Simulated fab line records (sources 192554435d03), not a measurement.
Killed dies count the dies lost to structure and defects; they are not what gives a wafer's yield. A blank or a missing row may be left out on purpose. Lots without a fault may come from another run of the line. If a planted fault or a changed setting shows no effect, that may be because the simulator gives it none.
fab line records	flow n5Finfet
[record] lots = 10	wafers = 27	lastDay = 19
route steps=1938 shown MOL_CONTACT_COAG@538 BEOL_M4@1111 PASSIVATION@1936
lots untouched by any fault: they come from a run of this same line in which no faults occurred
startH: hours from the record's opening day to when the first of the lot's shown wafers began	waitH: hours from the lot's prior step to this one	" same as the row above	L1.1+2: one row covering several wafers at once	- no value, or no start was given	* or withheld: withheld	< > ~ a bound
route shown NAME@n: names a module that has steps shown in the file, with the first one's number in the route	usual: mean/standard deviation taken from wafers without a fault	same: alike in all rows	chamber/n: place in a boat	sites: per-site readings	_std_site: standard deviation of those values	_edge_site: inner sites' mean taken away from outer sites' mean	radiusMm: for every site, how far away it sits from the centre of the wafer	mask NAME#n: copy n	behind: the most recent tool/chamber to have shaped the wafer	hold: cause of the lot's hold/its duration in hours/its outcome	device: the transistor (n, p or np) that didn't switch	end of line: the route-end tests of the same wafers	for a step that has no rows: nothing shown but its recipe	killed: at the first sort, the dies lost to defects and structure; wafer yield is something else	map: a wafer's dies, marking killed ones x, the rest . and places with no die _
set.NAME: the setting the step ran with; set.NAME@STEP: the setting that earlier step ran with	model.NAME: the simulator's own value behind a step, which no gauge read
steps of the route over a sample of lots; a table a step, a row a wafer
services: when a tool's chamber went out of use (startH, in hours from the record's first day, below 0 if earlier), for how many hours, and the reason
[[steps]]
[step N5_MOL_CONTACT_COAG_ETCH_110]
[recipe] chemistry = CF4/O2	target = Si	targetDepthA = 25	timeS = 8	pressureMtorr = 100	sourceW = 200	biasW = 12	ionEnergyEv = 60	Ar_flow_sccm = 100	cf4FlowSccm = 100	O2_flow_sccm = 10
[usual] drypumpMotorCurrentA = 5.9/0.46	oesProductAu = 0.78/0.098	rfVppV = 128.5/2.3	showerheadPlenumPTorr = 2.20/0.065	throttleValvePct = 10.8/0.3
lot.wafer	tool	chamber	startH	waitH	drypumpMotorCurrentA	oesProductAu	rfHoursCounterH	rfVppV	showerheadPlenumPTorr	throttleValvePct
L883.1	rieDiel-04	1	91.03	0.0	6.4	0.67	223	131.3	2.28	10.9
L883.3	"	0	"	"	6.0	0.78	103	127.9	2.24	11.0
L883.6	"	2	"	"	5.6	0.74	-	133.2	2.14	11.0
L885.1	rieDiel-01	1	104.71	0.0	5.7	1.00	1	128.1	2.18	10.5
L885.4	"	3	"	"	5.9	0.98	-	126.5	2.19	10.2
L885.5	"	1	"	"	5.7	0.99	-	127.3	2.18	10.5
L888.1	rieDiel-04	1	123.36	0.0	6.4	0.67	236	131.8	2.27	10.9
L888.4	"	1	"	"	6.4	0.66	-	129.4	2.27	10.9
L888.6	"	3	"	"	5.2	0.71	-	133.0	2.11	10.8
L889.1	rieDiel-01	2	127.56	0.0	6.6	0.77	139	126.9	2.15	11.0
L889.4	"	3	"	"	6.0	0.96	15	127.8	2.19	10.2
L889.6	"	1	"	"	5.8	0.95	-	129.9	2.18	10.6
L891.3	rieDiel-03	3	144.30	0.0	6.5	0.72	194	126.3	2.29	10.8
L891.4	"	2	"	"	5.3	0.78	108	129.0	2.15	10.5
L891.6	"	2	"	"	5.3	0.79	-	128.1	2.15	10.5
L896.1	rieDiel-04	0	169.47	0.1	6.0	0.76	127	125.3	2.23	11.0
L896.5	"	2	"	"	5.6	0.72	-	132.3	2.14	11.0
L897.1	rieDiel-01	2	178.09	0.0	6.5	0.75	153	125.8	2.14	11.1
L897.3	"	0	"	"	6.4	0.71	188	125.5	2.31	11.1
L898.2	rieDiel-01	0	181.28	0.0	6.4	0.71	189	125.2	2.30	11.1
L898.3	"	1	"	"	5.8	0.91	24	129.3	2.17	10.6
L901.1	rieDiel-01	3	198.95	0.0	5.9	0.91	39	128.6	2.18	10.3
L901.2	"	1	"	"	5.8	0.88	33	127.8	2.17	10.6
L901.6	"	1	"	"	5.8	0.90	-	129.3	2.17	10.6
L902.1	rieDiel-03	1	206.11	0.0	5.2	0.98	1	128.1	2.27	10.2
L902.4	"	0	"	"	5.6	0.67	236	127.4	2.11	10.9
L902.6	"	1	"	"	5.2	0.99	-	129.0	2.27	10.2
[step N5_MOL_CONTACT_COAG_ANNEAL_113]
[recipe] tempC = 400	timeS = 300	ambient = H2/N2
[usual] lampPowerPct = 3.27/0.093	lamp_zone_2_pct = 3.27/0.094	lamp_zone_5_pct = 3.27/0.093	wafer_temp_C_max = 401.8/0.41
lot.wafer	tool	chamber	startH	waitH	lampPowerPct	lamp_zone_2_pct	lamp_zone_5_pct	wafer_temp_C_max
L883.1	rtpAnneal-02	0	93.82	0.7	3.33	3.33	3.33	401.4
L883.3	"	0	"	"	3.33	3.33	3.33	401.5
L883.6	"	0	"	"	3.33	3.33	3.33	401.3
L885.1	rtpAnneal-02	0	110.94	0.5	3.33	3.33	3.33	402.2
L885.4	"	0	"	"	3.34	3.33	3.33	402.1
L885.5	"	0	"	"	3.33	3.34	3.33	401.0
L888.1	rtpAnneal-02	0	126.70	0.4	3.33	3.33	3.34	401.3
L888.4	"	0	"	"	3.33	3.34	3.34	402.1
L888.6	"	0	"	"	3.33	3.33	3.33	401.9
L889.1	rtpAnneal-02	0	130.84	0.4	3.33	3.33	3.33	401.7
L889.4	"	0	"	"	3.33	3.34	3.33	401.2
L889.6	"	0	"	"	3.34	3.33	3.34	401.8
L891.3	rtpAnneal-02	0	148.85	1.3	3.33	3.33	3.34	402.3
L891.4	"	0	"	"	3.33	3.33	3.33	402.4
L891.6	"	0	"	"	3.33	3.33	3.33	402.8
L896.1	rtpAnneal-02	0	173.64	0.5	3.33	3.34	3.34	401.4
L896.5	"	0	"	"	3.33	3.34	3.34	402.1
L897.1	rtpAnneal-01	0	180.61	0.5	3.13	3.13	3.12	400.9
L897.3	"	0	"	"	3.12	3.13	3.12	401.5
L898.2	rtpAnneal-02	0	185.32	0.6	3.34	3.33	3.34	401.5
L898.3	"	0	"	"	3.33	3.33	3.33	401.6
L901.1	rtpAnneal-02	0	202.31	0.4	3.33	3.33	3.33	401.3
L901.2	"	0	"	"	3.33	3.34	3.33	401.3
L901.6	"	0	203.81	1.6	3.33	3.34	3.33	401.3
L902.1	rtpAnneal-01	0	210.70	0.3	3.12	3.13	3.13	402.0
L902.4	"	0	"	"	3.13	3.13	3.13	402.0
L902.6	"	0	"	"	3.13	3.12	3.12	401.4
[step N5_MOL_CONTACT_COAG_THK_MEAS_29]
[recipe] reads = SiNx_of_GATE_CUT_PECVD_57+SiNx_of_GATE_CUT_SAC_CAP_01
[usual] MD_CAP_THK = 17.88/0.094
lot.wafer	tool	chamber	startH	waitH	MD_CAP_THK[nm]
L883.1	filmMetro-01	-	99.09	-	17.83
L883.3	"	-	"	"	17.90
L883.6	"	-	"	"	17.94
L885.1	filmMetro-01	-	115.76	-	17.69
L885.4	"	-	"	"	17.83
L885.5	"	-	"	"	17.72
L888.1	filmMetro-02	-	131.93	-	17.99
L888.4	"	-	"	"	17.93
L888.6	"	-	"	"	18.01
L889.1	filmMetro-02	-	136.04	-	17.90
L889.4	"	-	"	"	17.99
L889.6	"	-	"	"	17.94
L891.3	filmMetro-01	-	154.12	-	17.87
L891.4	"	-	"	"	17.91
L891.6	"	-	"	"	18.05
L896.1	filmMetro-01	-	182.69	-	17.98
L896.5	"	-	"	"	17.69
L897.1	filmMetro-01	-	185.34	-	17.74
L897.3	"	-	"	"	17.91
L898.2	filmMetro-02	-	190.96	-	17.70
L898.3	"	-	"	"	17.67
L901.1	filmMetro-01	-	208.39	-	17.93
L901.2	"	-	"	"	17.71
L901.6	"	-	"	"	17.89
L902.1	filmMetro-02	-	215.04	-	18.02
L902.4	"	-	"	"	18.05
L902.6	"	-	"	"	18.01
[step N5_MOL_CONTACT_COAG_ALD_123]
[recipe] material = SiNx	targetThkA = 50	tempC = 400	aldPrecursorFamily = SiH2I2	aldCoReactant = N2/H2-plasma	pulseTimeS = 1	purgeTimeS = 2	coReactantPurgeTimeS = 2	aldCycles = 100	pressureTorr = 2
[usual] aldCycles = 100/0	heaterPowerW = 875/80	precursorPulseHeightRel = 0.999/0.02
lot.wafer	tool	chamber	startH	waitH	aldCycles	heaterPowerW	precursorPulseHeightRel
L883.1	aldSin-01	0	99.61	0.5	100	1081	0.995
L883.3	"	3	"	"	100	896	1.033
L883.6	"	1	"	"	100	897	1.019
L885.1	aldSin-02	1	115.80	0.0	100	839	1.047
L885.4	"	0	"	"	100	774	0.980
L885.5	"	0	"	"	100	779	0.967
L888.1	aldSin-01	0	132.29	0.4	100	1147	0.991
L888.4	"	2	"	"	100	809	0.999
L888.6	"	1	"	"	100	905	0.998
L889.1	aldSin-02	1	136.08	0.0	100	813	1.030
L889.4	"	2	"	"	100	849	0.972
L889.6	"	0	"	"	100	776	1.010
L891.3	aldSin-03	2	154.16	0.0	100	851	1.010
L891.4	"	1	"	"	100	846	1.005
L891.6	"	1	"	"	100	849	1.030
L896.1	aldSin-02	2	182.73	0.0	177	846	1.005
L896.5	"	1	"	"	100	857	0.991
L897.1	aldSin-02	3	186.17	0.8	177	857	1.004
L897.3	"	1	"	"	100	845	0.988
L898.2	aldSin-02	1	191.00	0.0	177	824	1.017
L898.3	"	2	"	"	100	851	0.993
L901.1	aldSin-03	3	209.27	0.9	100	969	0.986
L901.2	"	0	"	"	100	942	1.024
L901.6	"	1	"	"	100	828	1.023
L902.1	aldSin-01	2	215.38	0.3	100	821	0.993
L902.4	"	0	"	"	100	1120	1.006
L902.6	"	1	"	"	100	897	0.973
[step N5_BEOL_M4_RC_MEAS_101]
[usual] DIBL_N = 35.8/1.7	DIBL_P = 35.3/2	IOFF_N = 0.150/0.026	IOFF_P = 0.194/0.029	ION_N = 667/11	ION_P = 456/7.1	SS_N = 71.4/0.65	SS_P = 73.1/0.64	VT_N = 251/3	VT_P = -252/3.2
lot.wafer	tool	chamber	startH	waitH	DIBL_N[mV/V]	DIBL_P[mV/V]	IOFF_N[nA/um]	IOFF_P[nA/um]	ION_N[uA/um]	ION_P[uA/um]	SS_N[mV/dec]	SS_P[mV/dec]	VT_N[mV]	VT_P[mV]
L883.1	prober-01	0	209.88	0.0	36.5	36.8	0.156	0.193	678	461	72.2	73.0	253	-252
L883.3	"	0	"	"	32.5	32.0	0.103	0.136	649	447	70.9	71.8	258	-258
L883.6	"	0	"	"	35.6	36.5	0.150	0.190	675	466	71.2	74.1	250	-254
L885.1	prober-02	0	223.98	0.0	36.1	36.4	0.148	0.197	663	452	71.0	73.3	252	-252
L885.4	"	0	"	"	36.0	36.0	0.150	0.196	671	462	71.1	73.4	253	-255
L885.5	"	0	"	"	37.7	37.8	0.173	0.228	666	457	72.4	74.0	247	-250
L888.1	prober-02	0	248.07	0.0	33.9	32.9	0.125	0.150	669	448	71.4	72.4	255	-255
L888.4	"	0	"	"	31.8	31.0	0.097	0.135	644	443	69.8	72.2	256	-257
L888.6	"	0	"	"	34.2	33.7	0.125	0.157	662	453	71.0	72.5	253	-254
L889.1	prober-02	0	260.43	0.0	34.8	34.4	0.118	0.165	659	450	70.4	72.9	254	-255
L889.4	"	0	"	"	35.6	35.2	0.126	0.167	649	448	71.1	72.2	254	-256
L889.6	"	0	"	"	34.6	33.4	0.110	0.152	638	445	70.9	72.4	257	-259
L891.3	prober-01	0	273.25	0.3	36.8	35.8	0.160	0.220	670	466	71.6	73.3	251	-246
L891.4	"	0	"	"	36.0	34.6	0.148	0.216	672	463	71.1	73.3	250	-245
L891.6	"	0	"	"	36.3	36.0	0.154	0.232	666	463	71.7	73.3	250	-246
L896.5	prober-01	0	287.57	0.6	36.5	34.9	0.155	0.184	661	453	71.7	73.5	251	-252
L898.3	prober-02	0	314.02	0.3	37.0	36.5	0.162	0.206	678	464	71.6	73.9	249	-249
L897.3	prober-01	0	317.98	0.3	36.9	34.6	0.161	0.204	677	466	71.9	73.9	249	-251
L901.1	prober-02	0	327.20	0.0	36.4	34.8	0.156	0.168	648	436	72.4	73.4	254	-253
L901.2	"	0	"	"	35.6	34.5	0.137	0.160	665	450	71.5	73.4	251	-254
L901.6	"	0	"	"	38.0	37.2	0.190	0.194	679	455	72.3	74.3	248	-253
L902.1	prober-01	0	335.82	0.0	36.1	35.1	0.165	0.231	666	467	71.9	72.7	245	-246
L902.4	"	0	"	"	38.2	36.6	0.209	0.262	691	470	71.8	73.3	243	-244
L902.6	"	0	"	"	34.3	31.9	0.121	0.186	652	458	70.9	72.6	251	-251
[step N5_PASSIVATION_PROBE_49]
[usual] defectLimitedYield = 91.5/1.4	killed_at_M0_to_M3 = 34/11	killed_at_M4_up = 15/6	killedAtContacts = 11/5.9	killedAtFrontEnd = 37/11	killedAtOther = 3.6/2.9	killedDies = 101/17	killedOnRim = 13/4	killedOpen = 66/12	killedShort = 33/7.8	sort_bin_5_function = 5.0/0.97	sort_bin_6_memory = 3.2/0.65	sort_bin_8_speed = 0.02/0.2	sortNPass = 1079/17	sortYieldPct = 91.4/1.4
[same] grossDies = 1180	killedAtBackSide = 0	sort_bin_4_leakage[%] = 0
lot.wafer	tool	chamber	startH	waitH	defectLimitedYield[%]	killed_at_M0_to_M3	killed_at_M4_up	killedAtContacts	killedAtFrontEnd	killedAtOther	killedDies	killedOnRim	killedOpen	killedShort	sort_bin_5_function[%]	sort_bin_6_memory[%]	sort_bin_8_speed[%]	sortNPass	sortYieldPct[%]
L896.1	prober-01	-	392.37	0.0	0	44	13	1087	36	0	1180	152	63	37	96.8	3.0	0	0	0
L896.5	prober-01	-	392.57	0.2	91.3	43	18	7	31	4	103	22	69	32	5.3	2.9	0	1077	91.3
L898.2	prober-01	-	423.70	0.1	0	19	4	1116	36	5	1180	152	49	32	96.3	3.6	0	0	0
L898.3	prober-01	-	423.75	0.1	91.4	29	16	12	40	5	102	14	60	39	5.5	3.0	0	1078	91.4
L897.1	prober-02	-	427.53	0.0	0	25	13	1083	47	12	1180	152	67	40	95.9	3.7	0	0	0
L897.3	prober-02	-	427.63	0.1	91.7	32	9	5	42	10	98	13	66	31	4.5	3.6	0	1082	91.7
// killed by level:class
L896.1 MOL_CONTACT_COAG:areaEtch=1079 BEOL_M0_SAQP:geometricParticle:short=19 STI_FIN_REVEAL:geometricParticle:open=10 BEOL_M0_SAQP:geometricParticle:open=9 BEOL_M1:geometricParticle:open=7 BEOL_M4:geometricParticle:open=7 DUMMY_GATE:geometricParticle:open=6 FIN_SAQP:geometricParticle:open=5
L896.5 BEOL_M4:geometricParticle:open=13 BEOL_M0_SAQP:geometricParticle:short=10 BEOL_M3:geometricParticle:open=10 BEOL_M2:geometricParticle:open=9 STI_FIN_REVEAL:geometricParticle:open=8 MOL_CONTACT_COAG:geometricParticle:open=6 BEOL_M0_SAQP:geometricParticle:open=6 FIN_SAQP:geometricParticle:open=5
L898.2 MOL_CONTACT_COAG:areaEtch=1098 MOL_CONTACT_COAG:geometricParticle:open=13 FIN_SAQP:geometricParticle:short=12 STI_FIN_REVEAL:geometricParticle:open=8 BEOL_M0_SAQP:geometricParticle:open=8 MOL_CONTACT_COAG:geometricParticle:short=5 BEOL_M0_SAQP:geometricParticle:short=4 STARTING-WAFER:geometricParticle:open=4
L898.3 BEOL_M2:geometricParticle:open=10 STI_FIN_REVEAL:geometricParticle:open=8 MOL_CONTACT_COAG:geometricParticle:open=8 BEOL_M4:geometricParticle:open=8 FIN_SAQP:geometricParticle:short=6 STI_FIN_REVEAL:geometricParticle:short=4 BEOL_M0_SAQP:geometricParticle:short=4 SPACER0:geometricParticle:open=4
L897.1 MOL_CONTACT_COAG:areaEtch=1071 FIN_SAQP:geometricParticle:short=15 STI_FIN_REVEAL:geometricParticle:open=11 MOL_CONTACT_COAG:geometricParticle:open=11 BEOL_M1:geometricParticle:open=8 BEOL_M2:geometricParticle:open=8 FIN_SAQP:geometricParticle:open=7 MIM_TOP_ETCH:geometricParticle:short=6
L897.3 FIN_SAQP:geometricParticle:open=13 BEOL_M1:geometricParticle:open=10 BEOL_M2:geometricParticle:open=7 FIN_SAQP:geometricParticle:short=6 BEOL_M0_SAQP:geometricParticle:short=6 STI_FIN_REVEAL:geometricParticle:open=5 MIM_TOP_ETCH:geometricParticle:short=5 MOL_CONTACT_COAG:geometricParticle:open=4
[[services]]
tool	chamber	startH	hours	kind
rieDiel-01	3	67.27	-	clean
rieDiel-01	3	67.27	-	consumableReplace:focusRing
rieDiel-01	3	67.27	21.9	scheduledDown
rieDiel-01	3	67.27	21.9	ventCycle
aldSin-03	3	76.15	22.1	repair
aldSin-03	-	78.53	14.6	pm
aldSin-02	0	78.91	3.3	repair
aldSin-01	-	85.61	14.0	pm
rtpAnneal-01	-	86.69	93.9	pm
rieDiel-03	3	86.91	5.4	repair
rieDiel-01	1	89.16	-	clean
rieDiel-01	1	89.16	-	consumableReplace:focusRing
rieDiel-01	1	89.16	14.5	scheduledDown
rieDiel-01	1	89.16	14.5	ventCycle
rieDiel-01	0	100.51	13.7	repair
rieDiel-04	2	110.41	45.9	repair
rieDiel-04	-	115.75	0.4	repair
aldSin-03	3	135.05	4.0	repair
rieDiel-04	0	159.67	9.2	repair
rieDiel-04	3	166.89	6.3	repair
aldSin-03	-	176.99	14.0	pm
rtpAnneal-02	-	180.63	2.9	pm
aldSin-01	-	183.32	0.7	repair
rieDiel-01	2	196.01	16.2	repair
[[key]]
[firstSign] step = N5_MOL_CONTACT_COAG_ALD_123	reading = aldCycles	direction = up	sigmas = 99+	usual = *	struck = *
[effect] step = N5_PASSIVATION_PROBE_49	reading = killedAtContacts	direction = up	sigmas = 99+	usual = 11	struck = 1095
[moreKillsBornAt] N5_MOL_CONTACT_COAG_ETCH_48@rieDiel-01 = 2169	N5_MOL_CONTACT_COAG_ETCH_48@rieDiel-03 = 1079
metAt N5_MOL_CONTACT_COAG_ALD_123
struckLots L896,L897,L898
struckWafers L896.1,L897.1,L898.2
laterRowsLeftOut L896.1,L897.1,L898.2
notActingAt N5_MOL_CONTACT_COAG_ETCH_110,N5_MOL_CONTACT_COAG_ANNEAL_113,N5_MOL_CONTACT_COAG_THK_MEAS_29
onsetBetween 136.08 182.73
[fault] kind = processParameterDrift	tool = aldSin-02	chamber = -	onsetH = 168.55	steps = N5_MOL_CONTACT_COAG_ALD_123	channel = aldCycles	offset = *	shape = step	endH = 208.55	scope = struckWafersOnly	actsIn = *	stated = *
// laterRowsLeftOut: the simulator's readings of these wafers behind a module that went badly wrong aren't trusted and aren't shown, but for the sort
